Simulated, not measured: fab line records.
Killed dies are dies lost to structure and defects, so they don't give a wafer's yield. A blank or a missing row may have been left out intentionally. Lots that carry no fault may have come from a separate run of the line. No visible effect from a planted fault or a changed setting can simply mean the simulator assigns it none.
Matching of chambers + flow nand_harc + NHARC_A_CHANNEL_FILL_D1_ALD_25 on ald_hk-03: 4 sister chambers
The step deposits SiOx, target thk 60 nm, pulse time 10 s, ald cycles 600. 4 wafers are shown with their chamber, then 11 later ones without.

WAFERS WITH THEIR CHAMBER
| wafer  | chamber | heater_power_w (W) |
|--------|---------|--------------------|
| L081.2 | 0       | 452                |
| L084.5 | 3       | 408                |
| L084.6 | 2       | 560                |
| L086.2 | 1       | 506                |

WAFERS WHOSE CHAMBER IS MISSING
| wafer  | heater_power_w (W) |
|--------|--------------------|
| L086.3 | 563                |
| L086.1 | 467                |
| L089.3 | 511                |
| L089.4 | 416                |
| L089.6 | 567                |
| L091.3 | 571                |
| L091.4 | 409                |
| L091.5 | 440                |
| L095.2 | 436                |
| L095.5 | 443                |
| L095.6 | 480                |

CHAMBER TAKEN BY EACH
| wafer  | from the rows above     | in truth |
|--------|-------------------------|----------|
| L086.3 | 2                       | 2        |
| L086.1 | can't be placed: 0 or 1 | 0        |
| L089.3 | 1                       | 1        |
| L089.4 | 3                       | 3        |
| L089.6 | 2                       | 2        |
| L091.3 | 2                       | 2        |
| L091.4 | 3                       | 3        |
| L091.5 | can't be placed: 0 or 3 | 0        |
| L095.2 | can't be placed: 0 or 3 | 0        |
| L095.5 | 0                       | 0        |
| L095.6 | can't be placed: 1 or 0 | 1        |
Correct placement for 7 of the 11. Cannot be placed on the basis of these rows: 4; the candidates contain the true chamber in 4. Placed wrongly: 0.
How it was worked out, from the rows above alone: a wafer's distance from a chamber is the root of the sum, over the readings, of the square of ((its reading less the chamber's mean) divided by the reading's scatter). The wafer belongs to the nearest chamber; if the next one is less than 2 further off, it can't be placed. Each chamber's mean is taken over the wafers shown for it. The scatter (one wafer shown for each chamber): square how far every hidden wafer sits from the nearest shown wafer, average those squares and take the square root.
